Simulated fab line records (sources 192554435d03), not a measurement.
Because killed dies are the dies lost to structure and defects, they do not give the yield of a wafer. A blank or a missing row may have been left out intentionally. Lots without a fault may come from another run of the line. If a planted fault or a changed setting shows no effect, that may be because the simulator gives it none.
fab line records	flow n5-finfet
record lots=5	wafers=15	last-day=18
route steps=1938 shown BEOL_M1@777 BEOL_M4@1111 PASSIVATION@1936
lots that met no fault: taken from a fault-free run of the same line
start-h: the number of hours between the record's first day and the start of the first shown wafer of the lot	wait-h: how many hours have passed since the lot's step before this one	" unchanged from the row above	L1.1+2: a single row standing in for several wafers	- no value present, or no start provided	* or withheld: withheld	< > ~ a bound
route shown NAME@n: names a module that has steps shown in the file, with the first one's number in the route	usual: average and standard deviation across the fault-free wafers	same: alike in all rows	chamber/n: place in a boat	sites: each site's reading	_std_site: the standard deviation of these	_edge_site: the outer-site mean with the inner-site mean subtracted	radius-mm: for every site, how far away it sits from the centre of the wafer	mask NAME#n: copy n	behind: tool/chamber where the wafer was last shaped	hold: cause of the lot's hold/its duration in hours/its outcome	device: which transistor (n, p or np) failed to switch	end of line: tests run on the same wafers once the route is complete	a step given without rows: its recipe and nothing more	killed: the dies lost at the first sort to structure and to defects; this is not the yield of the wafer	map: shows each die of a wafer: x if killed, . if not, _ if none is there
set.NAME: the setting that was run; set.NAME@STEP: the one run at that earlier step	model.NAME: the simulator's own value behind a step, which no gauge read
certain route steps with their lots: each step a table, each wafer a row
services: from which hour (start-h, from the record's first day; less than 0 if before it) a tool's chamber was out of use, for how many hours, and why
## steps
# step N5_BEOL_M1_COAT_67
# recipe resist=SOC	temp-c=250	time-s=60	spin-rpm=1500	resist-thk-nm=60
# step N5_BEOL_M1_COAT_68
# recipe resist=SiARC	temp-c=220	time-s=60	spin-rpm=1500	resist-thk-nm=12
# step N5_BEOL_M1_COAT_76
# recipe resist=underlayer	temp-c=205	time-s=60	spin-rpm=1500	resist-thk-nm=5
# step N5_BEOL_M1_COAT_22
# recipe resist=CAR-EUV	spin-rpm=1500	resist-thk-nm=30
# step N5_BEOL_M1_EBR_24
# recipe solvent=PGMEA	ebr-width-mm=1.5
# step N5_BEOL_M1_SOFTBAKE_23
# recipe temp-c=110	time-s=60	resist=CAR-EUV
# step N5_BEOL_M1_EXPOSE_25
# recipe mask-id=V0	na=0.33	source-shape=quasar	sigma-inner=0.2	sigma-outer=0.8	polarization=unpolarized	defocus-nm=5	target-cd-nm=24	dose-mj=63
# step N5_BEOL_M1_PEB_26
# recipe peb-temp-c=100	peb-time-s=60	resist=CAR-EUV
# step N5_BEOL_M1_DEVELOP_27
# recipe develop-time-s=30	developer=TMAH	resist=CAR-EUV	rinse-liquid=surfactant-rinse	dry=air-spin	dev-temp-c=23
# step N5_BEOL_M1_CD_MEAS_28
# recipe landing-energy-ev=500	detector=se-inlens	target-cd-y-nm=23.3
# usual cd-nm=24.08/0.24
# same landing-energy-ev=500
lot.wafer	tool	chamber	start-h	wait-h	cd-nm
L578.1	cd-sem-03	0	157.09	-	24.00
L578.5	"	0	"	"	24.19
L578.6	"	0	"	"	24.17
L579.1	cd-sem-03	0	174.08	-	24.07
L579.4	"	0	"	"	23.96
L579.6	"	0	"	"	23.91
L581.3	cd-sem-03	0	174.29	-	24.34
L581.5	"	0	"	"	24.44
L581.6	"	0	"	"	24.05
L593.1	cd-sem-01	0	249.61	-	23.99
L593.3	"	0	"	"	24.24
L593.4	"	0	"	"	24.29
L591.1	cd-sem-01	0	255.60	-	24.27
L591.4	"	0	"	"	24.40
L591.5	"	0	"	"	24.31
# step N5_BEOL_M1_OVL_MEAS_29
# recipe points-per-wafer=522
# usual V0_OVL=0.2/0.7
# same points-per-wafer=522
lot.wafer	tool	chamber	start-h	wait-h	V0_OVL[nm]
L578.1	overlay-02	0	157.12	0.0	0.3
L578.5	"	0	"	"	0.1
L578.6	"	0	"	"	-0.9
L579.1	overlay-01	0	174.12	0.0	0.8
L579.4	"	0	"	"	0.9
L579.6	"	0	"	"	0.8
L581.3	overlay-01	0	174.33	0.0	0.7
L581.5	"	0	"	"	-0.1
L581.6	"	0	"	"	0.3
L593.1	overlay-02	0	249.65	0.0	0.0
L593.3	"	0	"	"	-0.4
L593.4	"	0	"	"	-0.2
L591.1	overlay-01	0	255.63	0.0	0.1
L591.4	"	0	"	"	0.3
L591.5	"	0	"	"	0.7
# step N5_BEOL_M1_INSPECT_30
# recipe mode=adi	inspect-instrument=brightfield
# usual raw-defect-count=373/83
lot.wafer	tool	chamber	start-h	wait-h	raw-defect-count
L578.1	defect-inspect-02	-	157.18	0.1	273
L578.5	"	-	"	"	301
L578.6	"	-	"	"	453
L579.1	defect-inspect-01	-	174.17	0.1	316
L579.4	"	-	"	"	245
L579.6	"	-	"	"	417
L581.3	defect-inspect-01	-	174.38	0.0	517
L581.5	"	-	"	"	400
L581.6	"	-	"	"	382
L593.1	defect-inspect-02	-	249.70	0.1	353
L593.3	"	-	"	"	290
L593.4	"	-	"	"	413
L591.1	defect-inspect-01	-	255.69	0.1	436
L591.4	"	-	"	"	413
L591.5	"	-	"	"	503
# step N5_BEOL_M1_DESCUM_33
# recipe chemistry=O2	time-s=7	source-power-w=50	bias-power-w=20	pressure-mtorr=20	rf-frequency-hz=2.712e+07	temp-c=40	resist=CAR-EUV	o2-flow-sccm=225
# usual drypump-motor-current-A=5.4/0.65	oes-product-au=0.75/0.071	rf-vpp-V=243.4/1.4	showerhead-plenum-p-Torr=2.11/0.071	throttle-valve-pct=20.62/0.23
lot.wafer	tool	chamber	start-h	wait-h	drypump-motor-current-A	oes-product-au	rf-hours-counter-h	rf-vpp-V	showerhead-plenum-p-Torr	throttle-valve-pct	model.CAR-EUV_of_BEOL_M1_COAT_22.thk-nm
L578.1	rie-diel-05	2	157.21	0.0	5.3	0.71	203	244.3	2.15	20.42	26.2
L578.5	"	3	"	"	5.0	0.95	-	245.6	2.23	20.43	26.2
L578.6	"	0	"	"	6.7	0.70	-	240.4	1.98	20.72	26.2
L579.1	rie-diel-01	0	174.21	0.0	5.0	0.78	157	244.5	2.18	20.72	26
L579.4	"	3	"	"	4.7	0.70	223	243.9	2.09	20.88	26
L579.6	"	0	"	"	5.0	0.78	-	243.2	2.18	20.72	26.2
L581.3	rie-diel-01	1	174.61	0.2	5.2	0.69	225	244.9	2.14	20.30	26
L581.5	"	3	"	"	4.7	0.70	-	243.3	2.09	20.87	26
L581.6	"	2	"	"	5.6	0.77	-	242.8	2.10	20.69	27
L593.1	rie-diel-05	3	249.75	0.0	4.9	0.87	44	244.8	2.22	20.46	26.2
L593.3	"	2	"	"	5.3	0.68	229	244.6	2.14	20.45	26.2
L593.4	"	0	"	"	6.7	0.67	231	242.3	1.97	20.79	26.2
L591.1	rie-diel-01	0	257.59	1.9	5.0	0.76	186	243.9	2.17	20.77	25.8
L591.4	"	2	"	"	5.6	0.74	-	241.9	2.09	20.76	26
L591.5	"	3	"	"	4.7	0.69	-	242.5	2.07	20.90	25.8
# step N5_BEOL_M1_ETCH_77
# recipe chemistry=N2/H2	target=underlayer	target-depth-a=65	mask-material=CAR-EUV	time-s=5.2	ion-energy-ev=200	pressure-mtorr=30	source-w=840	bias-w=150	n2-flow-sccm=200	h2-flow-sccm=200	ends=cleared
# usual drypump-motor-current-A=5.4/0.65	etch-rf-on-time-s=5.21/0.094	oes-product-au=0.64/0.058	rf-vpp-V=524.6/2.6	showerhead-plenum-p-Torr=2.56/0.091	throttle-valve-pct=18.00/0.17
lot.wafer	tool	chamber	start-h	wait-h	drypump-motor-current-A	etch-rf-on-time-s	oes-product-au	rf-hours-counter-h	rf-vpp-V	showerhead-plenum-p-Torr	throttle-valve-pct
L578.1	rie-diel-05	2	157.25	0.0	5.3	5.32	0.60	203	526.8	2.63	17.89
L578.5	"	3	"	"	5.0	5.15	0.80	-	527.8	2.73	17.81
L578.6	"	0	"	"	6.7	5.08	0.60	-	521.0	2.40	18.21
L579.1	rie-diel-01	0	174.24	0.0	5.0	5.26	0.65	157	529.4	2.64	18.11
L579.4	"	3	"	"	4.7	5.27	0.61	223	520.4	2.51	18.17
L579.6	"	0	"	"	5.0	5.27	0.65	-	527.4	2.64	18.11
L581.3	rie-diel-01	1	174.65	0.0	5.2	5.12	0.59	225	528.1	2.61	17.85
L581.5	"	3	"	"	4.7	5.23	0.61	-	523.3	2.51	18.14
L581.6	"	2	"	"	5.6	5.28	0.66	-	525.4	2.52	17.93
L593.1	rie-diel-05	3	249.78	0.0	4.9	5.15	0.74	44	526.2	2.71	17.88
L593.3	"	2	"	"	5.3	5.32	0.59	229	528.3	2.61	17.94
L593.4	"	0	"	"	6.7	5.02	0.59	231	521.2	2.39	18.29
L591.1	rie-diel-01	0	257.63	0.0	5.0	5.20	0.63	186	526.2	2.63	18.16
L591.4	"	2	"	"	5.6	5.31	0.62	-	524.1	2.51	18.00
L591.5	"	3	"	"	4.7	5.14	0.59	-	524.3	2.50	18.20
# step N5_BEOL_M1_ETCH_69
# recipe chemistry=CF4	target=SiARC	target-depth-a=156	mask-material=CAR-EUV	time-s=26	ion-energy-ev=80	pressure-mtorr=40	source-w=545	bias-w=36	Ar_flow_sccm=100	cf4-flow-sccm=100	ends=cleared
# usual drypump-motor-current-A=5.4/0.65	etch-rf-on-time-s=26.2/0.4	mfc-ar-sccm=100.0/0.33	oes-product-au=0.64/0.058	rf-vpp-V=184.3/1.2	showerhead-plenum-p-Torr=2.16/0.067	throttle-valve-pct=15.81/0.19
lot.wafer	tool	chamber	start-h	wait-h	drypump-motor-current-A	etch-rf-on-time-s	mfc-ar-sccm	oes-product-au	rf-hours-counter-h	rf-vpp-V	showerhead-plenum-p-Torr	throttle-valve-pct
L578.1	rie-diel-05	2	157.27	0.0	5.3	26.5	99.9	0.60	203	185.5	2.21	15.72
L578.5	"	3	"	"	4.9	25.7	100.0	0.80	-	184.5	2.27	15.47
L578.6	"	0	"	"	6.7	26.1	100.0	0.61	-	181.7	2.05	16.02
L579.1	rie-diel-01	0	174.26	0.0	5.0	26.2	100.6	0.65	157	186.5	2.23	15.93
L579.4	"	3	"	"	4.7	26.0	99.8	0.61	223	182.8	2.11	15.91
L579.6	"	0	"	"	5.0	26.5	100.3	0.65	-	186.3	2.23	15.93
L581.3	rie-diel-01	1	174.67	0.0	5.2	25.7	100.2	0.59	225	186.0	2.21	15.70
L581.5	"	3	"	"	4.7	26.4	100.7	0.60	-	183.5	2.11	15.91
L581.6	"	2	"	"	5.6	26.8	99.5	0.65	-	184.0	2.15	15.85
L593.1	rie-diel-05	3	249.80	0.0	5.0	26.2	100.5	0.75	44	186.5	2.26	15.56
L593.3	"	2	"	"	5.3	26.9	100.1	0.59	229	184.6	2.20	15.77
L593.4	"	0	"	"	6.7	25.7	99.9	0.59	231	181.5	2.03	16.09
L591.1	rie-diel-01	0	257.64	0.0	5.0	26.0	100.0	0.64	187	185.7	2.22	15.98
L591.4	"	2	"	"	5.6	26.6	100.0	0.63	-	185.4	2.13	15.91
L591.5	"	3	"	"	4.7	25.9	99.8	0.59	-	183.5	2.10	15.96
# step N5_BEOL_M1_ALD_98
# recipe material=SiO2	target-thk-a=25	temp-c=100	ald-precursor-family=BDEAS	ald-co-reactant=O2-plasma	pulse-time-s=1	co-reactant-pulse-time-s=1	purge-time-s=2	co-reactant-purge-time-s=2	ald-cycles=17	pressure-torr=2
# usual heater-power-w=77/7.9	precursor-pulse-height-rel=1.001/0.02
lot.wafer	tool	chamber	start-h	wait-h	heater-power-w	precursor-pulse-height-rel
L578.1	ald-sin-01	3	157.56	0.3	83	0.984
L578.5	"	2	"	"	80	1.011
L578.6	"	1	"	"	76	0.979
L579.1	ald-sin-01	2	174.34	0.1	80	0.993
L579.4	"	0	"	"	85	1.017
L579.6	"	1	"	"	72	0.979
L581.3	ald-sin-01	0	174.75	0.1	88	1.000
L581.5	"	3	"	"	81	1.003
L581.6	"	0	"	"	86	1.002
L593.1	ald-sin-01	0	250.32	0.5	87	1.004
L593.3	"	1	"	"	71	1.025
L593.4	"	2	"	"	79	0.991
L591.1	ald-sin-03	2	257.73	0.1	62	0.986
L591.4	"	0	"	"	87	1.018
L591.5	"	1	"	"	67	0.968
# step N5_BEOL_M1_ETCHBACK_99
# recipe chemistry=CHF3	target=SiO2	target-depth-a=50	time-s=10.4	source-w=215	bias-w=47	Ar_flow_sccm=200	CHF3_flow_sccm=12	ion-energy-ev=100	pressure-mtorr=30
# usual CHF3_flow_sccm=12.01/0.034	drypump-motor-current-A=5.6/0.69	mfc-ar-sccm=200.1/0.58	oes-product-au=0.75/0.066	rf-vpp-V=242/5	showerhead-plenum-p-Torr=2.17/0.067	throttle-valve-pct=17.21/0.22
lot.wafer	tool	chamber	start-h	wait-h	CHF3_flow_sccm	drypump-motor-current-A	mfc-ar-sccm	oes-product-au	rf-hours-counter-h	rf-vpp-V	showerhead-plenum-p-Torr	throttle-valve-pct	model.CAR-EUV_of_BEOL_M1_COAT_22.thk-nm
L578.1	rie-diel-06	2	161.76	4.2	12.00	6.5	200.3	0.93	5	240	2.13	16.74	10.4
L578.5	"	1	"	"	12.01	5.4	200.3	0.72	-	243	2.13	17.13	10.4
L578.6	"	0	"	"	11.99	6.4	199.6	0.82	-	236	2.25	16.76	10.4
L579.1	rie-diel-01	3	175.23	0.8	12.04	4.7	200.6	0.70	224	242	2.12	17.37	10.4
L579.4	"	0	"	"	12.04	5.0	200.3	0.76	157	251	2.23	17.27	10.4
L579.6	"	2	"	"	12.00	5.6	200.8	0.77	-	248	2.16	17.33	10.4
L581.3	rie-diel-05	1	175.33	0.5	12.02	6.7	199.9	0.74	158	234	2.08	17.33	10.4
L581.5	"	0	"	"	12.03	6.7	199.9	0.71	-	245	2.06	17.53	10.2
L581.6	"	1	"	"	12.00	6.7	199.8	0.74	-	236	2.08	17.33	11.4
L593.1	rie-diel-06	1	250.50	0.1	11.94	5.4	200.0	0.70	206	241	2.12	17.15	10.4
L593.3	"	2	"	"	11.97	6.5	200.0	0.88	24	238	2.12	16.79	10.6
L593.4	"	0	"	"	12.08	6.4	201.2	0.81	91	237	2.25	16.81	10.6
L591.1	rie-diel-06	2	258.98	1.2	12.02	6.5	201.3	0.87	28	239	2.12	16.78	10.2
L591.4	"	1	"	"	12.01	5.4	200.3	0.69	211	241	2.12	17.16	10.4
L591.5	"	2	"	"	12.00	6.5	200.7	0.87	-	239	2.12	16.80	10
# step N5_BEOL_M1_ETCH_70
# recipe chemistry=N2/H2	target=SOC	target-depth-a=800	overetch-a=160	mask-material=SiARC	temp-c=40	time-s=120	ion-energy-ev=200	pressure-mtorr=30	source-w=840	bias-w=150	n2-flow-sccm=200	h2-flow-sccm=200
# usual drypump-motor-current-A=5.6/0.69	oes-product-au=0.58/0.049	rf-vpp-V=524.2/2.7	showerhead-plenum-p-Torr=2.55/0.095	throttle-valve-pct=17.92/0.2
lot.wafer	tool	chamber	start-h	wait-h	drypump-motor-current-A	oes-product-au	rf-hours-counter-h	rf-vpp-V	showerhead-plenum-p-Torr	throttle-valve-pct
L578.1	rie-diel-06	2	161.80	0.0	6.5	0.71	5	522.5	2.50	17.46
L578.5	"	1	"	"	5.4	0.56	-	523.8	2.52	17.84
L578.6	"	0	"	"	6.4	0.63	-	528.4	2.69	17.52
L579.1	rie-diel-01	3	175.26	0.0	4.7	0.54	224	522.5	2.51	18.12
L579.4	"	0	"	"	5.0	0.58	157	526.5	2.64	18.08
L579.6	"	2	"	"	5.5	0.59	-	525.0	2.52	17.90
L581.3	rie-diel-05	1	175.37	0.0	6.7	0.57	158	520.0	2.43	17.94
L581.5	"	0	"	"	6.7	0.53	-	520.3	2.40	18.16
L581.6	"	1	"	"	6.7	0.57	-	522.4	2.43	17.97
L593.1	rie-diel-06	1	250.53	0.0	5.4	0.55	206	523.8	2.51	17.90
L593.3	"	2	"	"	6.5	0.67	24	521.7	2.50	17.50
L593.4	"	0	"	"	6.4	0.62	92	526.4	2.68	17.54
L591.1	rie-diel-06	2	259.02	0.0	6.5	0.66	28	522.8	2.49	17.51
L591.4	"	1	"	"	5.4	0.54	211	523.3	2.51	17.89
L591.5	"	2	"	"	6.5	0.65	-	522.2	2.49	17.49
# step N5_BEOL_M4_RC_MEAS_101
# usual DIBL_N=36.3/1.9	DIBL_P=36.0/2.1	IOFF_N=0.16/0.031	IOFF_P=0.21/0.035	ION_N=675/14	ION_P=464/8.5	SS_N=71.5/0.6	SS_P=73.3/0.72	VT_N=250/3.2	VT_P=-250/3.1
lot.wafer	tool	chamber	start-h	wait-h	DIBL_N[mV/V]	DIBL_P[mV/V]	IOFF_N[nA/um]	IOFF_P[nA/um]	ION_N[uA/um]	ION_P[uA/um]	SS_N[mV/dec]	SS_P[mV/dec]	VT_N[mV]	VT_P[mV]
L578.1	prober-02	0	198.27	0.0	38.9	37.7	0.18	0.23	687	463	71.9	73.9	248	-250
L578.5	"	0	"	"	38.9	38.4	0.19	0.24	706	476	71.7	74.3	250	-250
L578.6	"	0	"	"	37.5	36.1	0.18	0.20	678	467	71.7	73.4	248	-249
L579.1	prober-02	0	207.11	0.0	36.8	36.1	0.15	0.24	678	469	70.9	73.2	248	-246
L579.4	"	0	"	"	40.4	39.5	0.21	0.30	687	476	72.2	73.4	245	-245
L579.6	"	0	"	"	38.9	37.4	0.19	0.25	683	467	71.8	73.2	249	-245
L581.3	prober-01	0	209.22	0.3	32.9	34.8	0.12	0.16	653	451	70.9	72.7	254	-254
L581.5	"	0	"	"	35.5	37.2	0.15	0.20	653	447	72.0	73.5	253	-252
L581.6	"	0	"	"	35.7	38.1	0.15	0.20	657	451	72.1	73.6	252	-251
L593.1	prober-02	0	287.96	0.0	37.7	37.4	0.16	0.23	674	466	72.3	74.0	249	-251
L593.3	"	0	"	"	37.1	36.2	0.15	0.22	668	462	71.5	72.7	251	-248
L593.4	"	0	"	"	36.4	35.2	0.14	0.20	658	456	72.2	72.9	252	-251
L591.1	prober-01	0	320.86	0.0	35.8	37.3	0.17	0.23	676	462	71.7	73.7	249	-248
L591.4	"	0	"	"	35.9	37.6	0.17	0.23	662	460	71.7	74.1	251	-249
L591.5	"	0	"	"	36.2	36.0	0.17	0.21	665	456	72.4	73.4	251	-252
# step N5_PASSIVATION_PROBE_49
# usual defect-limited-yield=91.0/1.5	killed_at_M0_to_M3=32/9.6	killed_at_M4_up=13/4.7	killed-at-contacts=13/7.2	killed-at-front-end=44/13	killed-at-other=4/3.4	killed-dies=106/18	killed-open=70/13	killed-short=35/8	sort_bin_5_function=5.3/0.97	sort_bin_6_memory=3.4/0.73	sort_bin_8_speed=0.00/0.036	sort-n-pass=1074/18	sort-yield-pct=91.0/1.5
# same gross-dies=1180	killed-at-back-side=0	sort_bin_4_leakage[%]=0
lot.wafer	tool	chamber	start-h	wait-h	defect-limited-yield[%]	killed_at_M0_to_M3	killed_at_M4_up	killed-at-contacts	killed-at-front-end	killed-at-other	killed-dies	killed-open	killed-short	sort_bin_5_function[%]	sort_bin_6_memory[%]	sort_bin_8_speed[%]	sort-n-pass	sort-yield-pct[%]
L591.1	prober-01	-	432.84	0.1	90.5	29	16	22	43	2	112	73	38	5.9	3.3	0	1068	90.5
L591.4	prober-01	-	432.99	0.3	92.5	28	17	15	28	0	88	60	25	4.2	3.2	0	1092	92.5
# killed by level:class
L591.1 MOL_CONTACT_COAG:geometric-particle:open=18 FIN_SAQP:geometric-particle:short=12 BEOL_M4:geometric-particle:open=9 BEOL_M2:geometric-particle:open=7 BEOL_M0_SAQP:geometric-particle:open=6 FIN_SAQP:geometric-particle:open=5 DUMMY_GATE:geometric-particle:open=5 BEOL_M1:geometric-particle:open=5
L591.4 MOL_CONTACT_COAG:geometric-particle:open=14 BEOL_M3:geometric-particle:open=11 FIN_SAQP:geometric-particle:short=10 BEOL_M4:geometric-particle:open=8 BEOL_M0_SAQP:geometric-particle:open=5 BEOL_M2:geometric-particle:open=5 FIN_SAQP:geometric-particle:open=4 STI_FIN_REVEAL:geometric-particle:open=4
## services
tool	chamber	start-h	hours	kind
ald-sin-03	-	157.30	0.3	repair
rie-diel-05	2	167.42	14.2	repair
rie-diel-06	-	168.33	28.1	pm
ald-sin-01	3	204.32	16.5	repair
ald-sin-03	3	213.18	5.4	repair
rie-diel-01	1	249.23	-	clean
rie-diel-01	1	249.23	-	consumable-replace:focus-ring
rie-diel-01	1	249.23	20.2	scheduled-down
rie-diel-01	1	249.23	20.2	vent-cycle
rie-diel-05	-	253.99	4.3	pm
## key
first-sign none at tools or gauges
model-effect step=N5_BEOL_M1_DESCUM_33	value=CAR-EUV_of_BEOL_M1_COAT_22.thk-nm	without=26.2	struck=27
model-effect step=N5_BEOL_M1_ETCHBACK_99	value=CAR-EUV_of_BEOL_M1_COAT_22.thk-nm	without=10.6	struck=11.4
met-at N5_BEOL_M1_DESCUM_33
struck-wafers L581.6
fault kind=process-parameter-drift	tool=rie-diel-01	chamber=2	onset-h=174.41	steps=N5_BEOL_M1_DESCUM_33	channel=time-s	offset=*	shape=step	end-h=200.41	acts-in=*	stated=*
